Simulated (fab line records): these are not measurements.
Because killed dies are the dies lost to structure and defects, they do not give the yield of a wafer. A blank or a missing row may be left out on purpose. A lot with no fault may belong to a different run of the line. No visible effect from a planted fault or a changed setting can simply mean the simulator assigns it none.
Chamber matching    flow n5_finfet    rie_diel-06 running N5_MOL_CONTACT_COAG_ETCHBACK_134: 4 sister chambers
The step etches SiO2 in CHF3, target depth 10 nm, time 6.7 s. 8 wafers are shown with their chamber, then 8 later ones without.

## EACH WAFER AND ITS CHAMBER
wafer   chamber  showerhead_plenum_p_Torr (Torr)  oes_product_au (a.u.)
L080.4  0        2.37                             0.72
L082.2  1        2.43                             0.93
L087.2  2        2.33                             0.86
L087.6  3        2.35                             0.72
L090.2  2        2.33                             0.85
L090.5  3        2.35                             0.70
L090.6  0        2.36                             0.71
L093.3  1        2.43                             0.88

## WAFERS MISSING THEIR CHAMBER
wafer   showerhead_plenum_p_Torr (Torr)  oes_product_au (a.u.)
L093.4  2.32                             0.83
L093.6  2.32                             0.82
L094.1  2.32                             0.83
L094.2  2.34                             0.70
L094.6  2.36                             0.69
L097.1  2.42                             0.87
L097.2  2.32                             0.82
L097.5  2.32                             0.82

## EACH ONE'S CHAMBER
wafer   from the rows above      in truth
L093.4  2                        2
L093.6  2                        2
L094.1  2                        2
L094.2  3                        3
L094.6  can't be placed: 0 or 3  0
L097.1  1                        1
L097.2  2                        2
L097.5  2                        2
Placed correctly: 7 of 8. Not placeable from these rows: 1 (in 1, the candidates include the true chamber). 0 placed wrongly.
How it was worked out, from the rows above alone: a wafer's distance from a chamber is the root of the sum, over the readings, of the square of ((its reading less the chamber's mean) divided by the reading's scatter). If the next closest chamber is less than 2 further off than the closest, the wafer can't be placed; otherwise it belongs to the closest. The mean given for a chamber averages the wafers shown for that chamber. The scatter is the square root of a quotient: the sum, over the shown wafers, of each reading's squared deviation from its chamber's mean, divided by wafers minus chambers.
